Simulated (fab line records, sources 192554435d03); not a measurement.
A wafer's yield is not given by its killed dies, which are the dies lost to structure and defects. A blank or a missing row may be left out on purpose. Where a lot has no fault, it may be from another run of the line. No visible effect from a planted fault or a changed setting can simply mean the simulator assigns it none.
fab line records	flow n5-finfet
[record] lots = 14	wafers = 42	last-day = 17
route steps=1938 shown BEOL_M9@1459 BEOL_M10@1474
lots that met no fault: from a run of the same line without faults
start-h: hours from the record's first day to the start of the lot's first wafer shown	wait-h: how many hours have passed since the lot's step before this one	" same as the row above	L1.1+2: one row covering several wafers at once	- no value present, or no start provided	* or withheld: withheld	< > ~ a bound
route shown NAME@n: NAME is a module with steps in the file, n the number in the route of the first one	usual: mean/standard deviation taken from wafers without a fault	same: alike in all rows	chamber/n: place in a boat	sites: readings site by site	_std_site: how widely they spread, as a standard deviation	_edge_site: the outer-site mean with the inner-site mean subtracted	radius-mm: how far each site lies from the wafer's centre	mask NAME#n: copy n	behind: the most recent tool/chamber to have shaped the wafer	hold: the reason the lot was held/the length of the hold in hours/how it ended	device: the transistor (n, p or np) that didn't switch	end of line: tests run on the same wafers once the route is complete	step lacking rows: just its recipe	killed: the dies lost at the first sort to structure and to defects; this is not the yield of the wafer	map: dies across one wafer; x = killed, . = not, _ = none there
set.NAME: the setting the step ran with; set.NAME@STEP: the setting that earlier step ran with	model.NAME: the simulator's own value behind a step, which no gauge read
route steps across a sampled set of lots; one table per step, one row per wafer
services: when a tool's chamber went out of use (start-h, in hours from the record's first day, below 0 if earlier), for how many hours, and the reason
[[steps]]
[step N5_BEOL_M9_SURFACE_TREAT_79]
[recipe] gas = Ar	time-s = *	ion-energy-ev = *	ion-current-ma-cm2 = 0.5	pressure-mtorr = *	ar-flow-sccm = 30
[usual] throttle-valve-pct = *
[same] time-s = *
lot.wafer	tool	chamber	start-h	wait-h	throttle-valve-pct
L449.1	pvd-sputter-02	-	217.11	0.2	*
L449.2	"	-	"	"	*
L449.4	"	-	"	"	*
L450.1	pvd-sputter-03	-	222.63	0.2	*
L450.3	"	-	"	"	*
L450.4	"	-	"	"	*
L451.2	pvd-sputter-01	-	234.42	0.2	*
L451.3	"	-	"	"	*
L451.5	"	-	"	"	*
L456.1	pvd-sputter-03	-	243.37	1.5	*
L456.5	"	-	"	"	*
L456.6	"	-	"	"	*
L454.1	pvd-sputter-03	-	244.53	0.3	*
L454.3	"	-	"	"	*
L454.4	"	-	"	"	*
L453.1	pvd-sputter-01	-	251.94	0.2	*
L453.5	"	-	"	"	*
L453.6	"	-	"	"	*
L458.2	pvd-sputter-02	-	265.62	0.2	*
L458.4	"	-	"	"	*
L458.5	"	-	"	"	*
L459.2	pvd-sputter-03	-	275.63	0.6	*
L459.5	"	-	"	"	*
L459.6	"	-	"	"	*
L461.1	pvd-sputter-01	-	300.86	0.2	*
L461.3	"	-	"	"	*
L461.4	"	-	"	"	*
L465.1	pvd-sputter-01	-	308.94	1.7	*
L465.4	"	-	"	"	*
L465.6	"	-	"	"	*
L468.3	pvd-sputter-02	-	316.90	0.2	*
L468.4	"	-	"	"	*
L468.5	"	-	"	"	*
L467.4	pvd-sputter-01	-	328.33	0.2	*
L467.5	"	-	"	"	*
L467.6	"	-	"	"	*
L471.1	pvd-sputter-03	-	358.56	0.2	*
L471.3	"	-	"	"	*
L471.5	"	-	"	"	*
L472.3	pvd-sputter-01	-	359.67	0.3	*
L472.4	"	-	"	"	*
L472.6	"	-	"	"	*
[step N5_BEOL_M9_ANNEAL_51]
[recipe] temp-c = 225	time-s = 90	ambient = N2
[usual] wafer_temp_C_max = 225.88/0.21
[same] time-s = 90
lot.wafer	tool	chamber	start-h	wait-h	wafer_temp_C_max
L449.1	rtp-anneal-01	0	217.76	0.3	225.93
L449.2	"	0	"	"	225.85
L449.4	"	0	"	"	225.71
L450.1	rtp-anneal-01	0	223.39	0.2	225.64
L450.3	"	0	"	"	226.14
L450.4	"	0	"	"	225.87
L451.2	rtp-anneal-01	0	235.80	0.8	225.75
L451.3	"	0	"	"	225.98
L451.5	"	0	"	"	226.05
L456.1	rtp-anneal-02	0	244.16	0.3	226.27
L456.5	"	0	"	"	226.28
L456.6	"	0	"	"	225.80
L454.1	rtp-anneal-01	0	245.83	0.9	225.70
L454.3	"	0	"	"	226.03
L454.4	"	0	"	"	225.74
L453.1	rtp-anneal-02	0	252.43	0.1	225.89
L453.5	"	0	"	"	225.88
L453.6	"	0	"	"	226.09
L458.2	rtp-anneal-02	0	266.51	0.3	225.87
L458.4	"	0	"	"	225.94
L458.5	"	0	"	"	226.28
L459.2	rtp-anneal-01	0	276.15	0.2	225.79
L459.5	"	0	"	"	225.78
L459.6	"	0	"	"	225.80
L461.1	rtp-anneal-01	0	301.54	0.3	225.87
L461.3	"	0	"	"	225.75
L461.4	"	0	"	"	225.75
L465.1	rtp-anneal-01	0	309.48	0.2	225.85
L465.4	"	0	"	"	225.94
L465.6	"	0	"	"	225.76
L468.3	rtp-anneal-02	0	317.60	0.1	226.02
L468.4	"	0	"	"	226.14
L468.5	"	0	"	"	225.85
L467.4	rtp-anneal-01	0	329.13	0.4	225.61
L467.5	"	0	"	"	226.06
L467.6	"	0	"	"	226.44
L471.1	rtp-anneal-02	0	359.07	0.1	225.42
L471.3	"	0	"	"	225.69
L471.5	"	0	"	"	225.61
L472.3	rtp-anneal-01	0	360.61	0.1	225.93
L472.4	"	0	"	"	225.91
L472.6	"	0	"	"	225.49
[step N5_BEOL_M10_HM_DEP_02]
[recipe] material = TiN	target-thk-a = 200	temp-c = 25	chamber-pressure-pa = 0.49996
[usual] throttle-valve-pct = 30.6/1
lot.wafer	tool	chamber	start-h	wait-h	throttle-valve-pct
L449.1	pvd-sputter-03	-	219.37	0.1	31.2
L449.2	"	-	"	"	30.5
L449.4	"	-	"	"	28.8
L450.1	pvd-sputter-02	-	225.42	0.1	30.9
L450.3	"	-	"	"	30.1
L450.4	"	-	"	"	30.4
L451.2	pvd-sputter-02	-	237.92	0.5	29.9
L451.3	"	-	"	"	30.4
L451.5	"	-	"	"	30.7
L456.1	pvd-sputter-02	-	247.06	1.5	29.8
L456.5	"	-	"	"	30.9
L456.6	"	-	"	"	30.4
L454.1	pvd-sputter-02	-	247.62	0.3	30.9
L454.3	"	-	"	"	30.1
L454.4	"	-	"	"	30.3
L453.1	pvd-sputter-03	-	256.70	2.4	28.8
L453.5	"	-	"	"	31.4
L453.6	"	-	"	"	30.4
L458.2	pvd-sputter-02	-	270.55	2.2	29.5
L458.4	"	-	"	"	30.9
L458.5	"	-	"	"	30.6
L459.2	pvd-sputter-02	-	279.01	0.8	29.8
L459.5	"	-	"	"	29.7
L459.6	"	-	"	"	30.3
L461.1	pvd-sputter-02	-	304.09	0.9	30.3
L461.3	"	-	"	"	29.7
L461.4	"	-	"	"	30.2
L465.1	pvd-sputter-01	-	312.02	1.1	30.2
L465.4	"	-	"	"	31.2
L465.6	"	-	"	"	31.2
L468.3	pvd-sputter-02	-	320.56	1.1	30.2
L468.4	"	-	"	"	30.7
L468.5	"	-	"	"	30.8
L467.4	pvd-sputter-02	-	331.02	0.4	30.5
L467.5	"	-	"	"	30.5
L467.6	"	-	"	"	30.8
L471.1	pvd-sputter-03	-	361.10	0.1	28.9
L471.3	"	-	"	"	28.6
L471.5	"	-	"	"	28.9
L472.3	pvd-sputter-03	-	363.88	1.9	28.8
L472.4	"	-	"	"	28.6
L472.6	"	-	"	"	28.6
[step N5_BEOL_M10_ETCH_62]
[recipe] chemistry = N2/H2	target = SOC	target-depth-a = 1100	overetch-a = 220	mask-material = SiARC	temp-c = 40	time-s = 165	ion-energy-ev = 200	pressure-mtorr = 30	source-w = 840	bias-w = 150	n2-flow-sccm = 200	h2-flow-sccm = 200
[usual] bias-w = 150.0/0.43	chamber-pressure-mTorr = 30.00/0.03	drypump-motor-current-A = 5.8/0.5	h2-flow-sccm = 200.1/0.62	n2-flow-sccm = 200.0/0.63	oes-product-au = 0.64/0.06	rf-vpp-V = 522.9/2.6	showerhead-plenum-p-Torr = 2.50/0.093	throttle-valve-pct = 17.94/0.21	time-s = 165/0
lot.wafer	tool	chamber	start-h	wait-h	bias-w	chamber-pressure-mTorr	drypump-motor-current-A	h2-flow-sccm	n2-flow-sccm	oes-product-au	rf-hours-counter-h	rf-vpp-V	showerhead-plenum-p-Torr	throttle-valve-pct	time-s
L449.1	rie-diel-04	2	220.03	0.0	150.5	29.95	4.9	200.7	200.6	0.60	218	526.3	2.62	17.89	165
L449.2	"	0	"	"	150.0	29.98	6.0	199.1	199.3	0.63	146	526.5	2.67	18.12	165
L449.4	"	3	"	"	150.3	29.98	4.9	199.6	200.6	0.60	172	520.3	2.43	18.11	165
L450.1	rie-diel-05	2	226.04	0.0	149.7	30.02	6.5	200.2	200.2	0.66	144	524.1	2.55	17.80	165
L450.3	"	3	"	"	149.1	30.01	5.4	200.4	200.1	0.63	182	522.9	2.51	17.70	165
L450.4	"	1	"	"	149.7	30.00	6.1	201.6	200.3	0.61	215	521.0	2.41	18.10	165
L451.2	rie-diel-04	2	238.59	0.0	150.5	30.04	4.9	199.8	200.3	0.59	226	527.5	2.62	17.92	165
L451.3	"	0	"	"	150.0	30.04	6.0	200.6	200.1	0.63	154	526.8	2.66	18.15	165
L451.5	"	1	"	"	150.2	29.99	5.8	200.4	199.6	0.70	-	524.9	2.57	18.06	165
L456.1	rie-diel-05	1	247.73	0.0	150.4	29.99	6.1	199.0	199.9	0.60	224	519.4	2.40	18.11	165
L456.5	"	3	"	"	149.4	30.00	5.4	199.3	199.7	0.62	-	523.2	2.50	17.70	165
L456.6	"	2	"	"	150.1	30.01	6.5	200.0	201.1	0.65	-	523.8	2.55	17.80	165
L454.1	rie-diel-05	1	248.29	0.0	150.5	29.97	6.1	200.4	199.7	0.60	225	520.2	2.40	18.13	165
L454.3	"	3	"	"	150.3	30.06	5.4	199.8	200.0	0.62	191	523.1	2.50	17.71	165
L454.4	"	0	"	"	150.3	30.02	5.7	199.3	200.4	0.62	207	524.4	2.52	18.30	165
L453.1	rie-diel-05	0	257.37	0.0	150.2	30.03	5.7	200.5	200.6	0.62	212	524.2	2.52	18.30	165
L453.5	"	3	"	"	150.2	29.98	5.4	199.4	200.6	0.62	-	522.2	2.50	17.71	165
L453.6	"	2	"	"	150.1	30.02	6.5	200.2	200.5	0.65	-	523.1	2.54	17.81	165
L458.2	rie-diel-05	2	271.21	0.0	150.0	29.96	6.5	201.5	200.5	0.65	164	523.3	2.54	17.81	165
L458.4	"	0	"	"	149.6	29.99	5.8	199.6	200.3	0.61	217	524.3	2.52	18.31	165
L458.5	"	2	"	"	150.1	29.98	6.5	200.8	200.3	0.65	-	523.3	2.54	17.83	165
L459.2	rie-diel-06	0	279.97	0.0	150.1	29.95	6.4	200.5	200.1	0.79	20	523.1	2.50	17.80	165
L459.5	"	0	"	"	150.6	29.94	6.4	199.6	199.7	0.78	-	522.8	2.50	17.81	165
L459.6	"	3	"	"	149.9	30.02	5.1	199.7	199.2	0.71	-	523.4	2.48	17.71	165
L461.1	rie-diel-05	1	304.63	0.0	150.0	30.00	6.2	199.9	200.4	0.60	239	518.5	2.40	18.14	165
L461.3	"	3	"	"	149.8	30.02	5.4	200.2	198.8	0.61	212	522.9	2.49	17.73	165
L461.4	"	2	"	"	150.4	30.03	6.5	200.8	199.0	0.64	176	523.4	2.54	17.84	165
L465.1	rie-diel-04	0	312.75	0.0	150.4	30.05	6.0	199.8	200.9	0.61	180	528.4	2.65	18.17	165
L465.4	"	0	"	"	150.1	30.01	6.0	199.0	201.8	0.61	-	526.8	2.65	18.21	165
L465.6	"	1	"	"	150.8	30.06	5.8	200.6	199.8	0.68	-	523.8	2.56	18.11	165
L468.3	rie-diel-05	0	321.11	0.0	-	-	-	-	-	-	-	-	-	-	-
L468.4	"	3	"	"	-	-	-	-	-	-	-	-	-	-	-
L468.5	"	1	"	"	-	-	-	-	-	-	-	-	-	-	-
L467.4	rie-diel-06	2	334.05	0.0	-	-	-	-	-	-	-	-	-	-	-
L467.5	"	1	"	"	-	-	-	-	-	-	-	-	-	-	-
L467.6	"	0	"	"	-	-	-	-	-	-	-	-	-	-	-
L471.1	rie-diel-05	1	362.12	0.0	150.0	29.98	6.1	199.7	200.7	0.80	8	528.9	2.71	17.83	165
L471.3	"	2	"	"	149.9	30.01	6.5	199.8	199.1	0.62	205	521.2	2.53	17.90	165
L471.5	"	3	"	"	149.7	29.99	5.4	199.7	200.4	0.60	-	523.8	2.48	17.79	165
L472.3	rie-diel-05	3	364.51	0.0	150.9	30.02	5.4	199.5	201.0	0.60	241	522.1	2.48	17.79	165
L472.4	"	2	"	"	150.8	29.99	6.5	199.3	199.3	0.62	-	523.6	2.52	17.90	165
L472.6	"	3	"	"	150.2	29.96	5.4	199.4	201.8	0.60	-	521.4	2.48	17.80	165
[step N5_BEOL_M10_HM_OPEN_17]
[recipe] chemistry = Cl2/BCl3	target-depth-a = 200	overetch-a = 60	target = TiN	mask-material = SOC	ion-energy-ev = 150	pressure-mtorr = 10	icp-w = 1000	bias-w = 126	Cl2_flow_sccm = 53.25	bcl3-flow-sccm = 21.75	Ar_flow_sccm = 25
[usual] drypump-motor-current-A = 5.4/0.34	mfc-ar-sccm = 25.00/0.082	oes-product-au = 0.69/0.044	throttle-valve-pct = 22.04/0.14
lot.wafer	tool	chamber	start-h	wait-h	drypump-motor-current-A	mfc-ar-sccm	oes-product-au	rf-hours-counter-h	throttle-valve-pct
L449.1	rie-metal-01	0	220.21	0.0	5.3	24.97	0.75	17	21.98
L449.2	"	1	"	"	5.2	24.83	0.69	35	22.22
L449.4	"	1	"	"	5.2	24.83	0.69	-	22.21
L450.1	rie-metal-01	0	226.22	0.0	5.3	25.02	0.73	17	21.99
L450.3	"	1	"	"	5.2	25.05	0.69	-	22.22
L450.4	"	0	"	"	5.4	25.06	0.73	-	22.00
L451.2	rie-metal-01	1	238.78	0.0	5.2	25.02	0.69	37	22.22
L451.3	"	0	"	"	5.3	24.98	0.73	-	22.01
L451.5	"	0	"	"	5.4	24.94	0.73	-	22.00
L456.1	rie-metal-03	0	247.92	0.0	6.0	25.05	0.63	65	22.07
L456.5	"	0	"	"	6.0	24.96	0.63	-	22.07
L456.6	"	1	"	"	5.1	25.11	0.74	-	21.83
L454.1	rie-metal-01	1	248.48	0.0	5.2	25.05	0.68	38	22.24
L454.3	"	1	"	"	5.2	24.93	0.67	-	22.23
L454.4	"	0	"	"	5.4	24.94	0.71	-	22.02
L453.1	rie-metal-03	1	257.56	0.0	5.1	25.00	0.72	16	21.84
L453.5	"	0	"	"	6.0	25.03	0.62	-	22.10
L453.6	"	1	"	"	5.1	24.92	0.73	-	21.83
L458.2	rie-metal-01	1	271.40	0.0	5.2	24.98	0.68	40	22.23
L458.4	"	1	"	"	5.2	25.18	0.68	-	22.24
L458.5	"	0	"	"	5.3	24.99	0.72	-	22.01
L459.2	rie-metal-03	0	280.16	0.0	6.0	25.17	0.63	69	22.08
L459.5	"	1	"	"	5.1	24.97	0.73	-	21.81
L459.6	"	0	"	"	6.0	24.95	0.62	-	22.11
L461.1	rie-metal-03	0	304.82	0.0	6.0	24.82	0.62	71	22.08
L461.3	"	0	"	"	6.0	24.86	0.62	-	22.08
L461.4	"	1	"	"	5.1	25.00	0.72	-	21.83
L465.1	rie-metal-01	0	312.93	0.0	5.4	24.95	0.71	26	22.02
L465.4	"	1	"	"	5.2	25.08	0.68	-	22.23
L465.6	"	0	"	"	5.3	24.84	0.71	-	21.98
L468.3	rie-metal-03	1	321.33	0.1	5.2	25.04	0.31	-	22.49
L468.4	"	0	"	"	6.0	25.07	0.27	-	22.72
L468.5	"	0	"	"	6.0	25.10	0.27	-	22.74
L467.4	rie-metal-03	0	334.27	0.1	6.0	25.05	0.27	-	22.75
L467.5	"	0	"	"	6.1	25.15	0.27	-	22.75
L467.6	"	1	"	"	5.2	25.12	0.31	-	22.49
L471.1	rie-metal-02	0	362.31	0.0	5.5	24.94	0.63	60	21.87
L471.3	"	1	"	"	5.8	25.06	0.72	-	22.19
L471.5	"	1	"	"	5.8	24.95	0.71	-	22.19
L472.3	rie-metal-03	1	364.73	0.1	5.1	24.89	0.70	-	21.87
L472.4	"	0	"	"	6.0	25.10	0.61	-	22.09
L472.6	"	0	"	"	6.0	25.10	0.61	-	22.11
[step N5_BEOL_M10_CD_MEAS_18]
[recipe] pitch-nm = 140	target-cd-nm = 70
[usual] cd-nm = 70.4/0.57
lot.wafer	tool	chamber	start-h	wait-h	cd-nm
L449.1	cd-sem-03	-	220.40	0.0	69.5
L449.2	"	-	"	"	69.2
L449.4	"	-	"	"	70.7
L450.1	cd-sem-03	-	226.41	0.0	70.0
L450.3	"	-	"	"	69.5
L450.4	"	-	"	"	70.6
L451.2	cd-sem-03	-	239.11	0.1	70.1
L451.3	"	-	"	"	70.1
L451.5	"	-	"	"	70.4
L456.1	cd-sem-01	-	248.11	0.1	70.5
L456.5	"	-	"	"	70.4
L456.6	"	-	"	"	69.8
L454.1	cd-sem-03	-	248.66	0.0	70.2
L454.3	"	-	"	"	69.9
L454.4	"	-	"	"	69.9
L453.1	cd-sem-03	-	257.74	0.0	71.1
L453.5	"	-	"	"	70.0
L453.6	"	-	"	"	70.8
L458.2	cd-sem-01	-	271.68	0.1	70.0
L458.4	"	-	"	"	70.3
L458.5	"	-	"	"	70.3
L459.2	cd-sem-02	-	280.34	0.1	69.9
L459.5	"	-	"	"	70.7
L459.6	"	-	"	"	70.7
L461.1	cd-sem-02	-	305.00	0.0	70.8
L461.3	"	-	"	"	70.8
L461.4	"	-	"	"	72.3
L465.1	cd-sem-01	-	313.12	0.0	70.7
L465.4	"	-	"	"	69.7
L465.6	"	-	"	"	70.3
L468.3	cd-sem-01	-	321.48	0.1	-
L468.4	"	-	"	"	-
L468.5	"	-	"	"	-
L467.4	cd-sem-02	-	334.44	0.1	-
L467.5	"	-	"	"	-
L467.6	"	-	"	"	-
L471.1	cd-sem-01	-	362.50	0.0	70.1
L471.3	"	-	"	"	70.9
L471.5	"	-	"	"	70.2
L472.3	cd-sem-02	-	364.94	0.1	71.1
L472.4	"	-	"	"	70.5
L472.6	"	-	"	"	71.4
[[services]]
tool	chamber	start-h	hours	kind
rie-metal-01	-	204.00	0.5	repair
rie-diel-05	-	219.24	0.6	repair
rie-diel-06	-	226.50	4.3	pm
rtp-anneal-02	-	232.48	3.3	pm
pvd-sputter-02	-	238.19	1.5	repair
rie-diel-06	2	244.62	10.0	repair
rie-diel-05	1	249.20	16.5	repair
rie-diel-04	3	277.18	5.2	repair
rie-metal-02	-	281.58	1.0	repair
pvd-sputter-02	-	285.64	5.0	repair
rie-metal-02	-	293.50	1.4	pm
rie-metal-01	-	311.40	1.4	pm
rie-diel-05	1	327.80	-	clean
rie-diel-05	1	327.80	-	consumable-replace:focus-ring
rie-diel-05	1	327.80	-	consumable-replace:showerhead
rie-diel-05	1	327.80	14.5	scheduled-down
rie-diel-05	1	327.80	14.5	vent-cycle
rie-diel-04	-	328.49	15.6	pm
pvd-sputter-03	-	338.72	1.8	repair
rie-diel-05	0	347.40	-	clean
rie-diel-05	0	347.40	-	consumable-replace:focus-ring
rie-diel-05	0	347.40	19.4	scheduled-down
rie-diel-05	0	347.40	19.4	vent-cycle
rie-metal-01	-	351.44	0.4	repair
[[key]]
[first-sign] step = N5_BEOL_M10_ETCH_62	reading = tool-record	direction = missing
[effect] step = N5_BEOL_M10_HM_OPEN_17	reading = oes-product-au	direction = down	sigmas = 9.1	usual = 0.69	struck = 0.28
[effect] step = N5_BEOL_M10_CD_MEAS_18	reading = cd-nm	direction = missing
met-at N5_BEOL_M10_ETCH_62
struck-lots L467,L468
later-rows-left-out L467.4,L467.5,L467.6,L468.3,L468.4,L468.5
sort-left-out L467.4,L467.5,L467.6,L468.3,L468.4,L468.5
not-acting-at N5_BEOL_M9_SURFACE_TREAT_79,N5_BEOL_M9_ANNEAL_51,N5_BEOL_M10_HM_DEP_02
onset-between 304.63 321.11
[fault] kind = skipped-step-whole	tool = rie-diel-05,rie-diel-06	chamber = -	onset-h = 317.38	steps = N5_BEOL_M10_ETCH_62	scope = struck-lots-only
// sort-left-out: the simulated sort isn't trusted on such a fault, so these wafers' sort isn't shown, and their yield isn't known
// later-rows-left-out: the simulator's readings of these wafers behind a module that went badly wrong aren't trusted and aren't shown, but for the sort
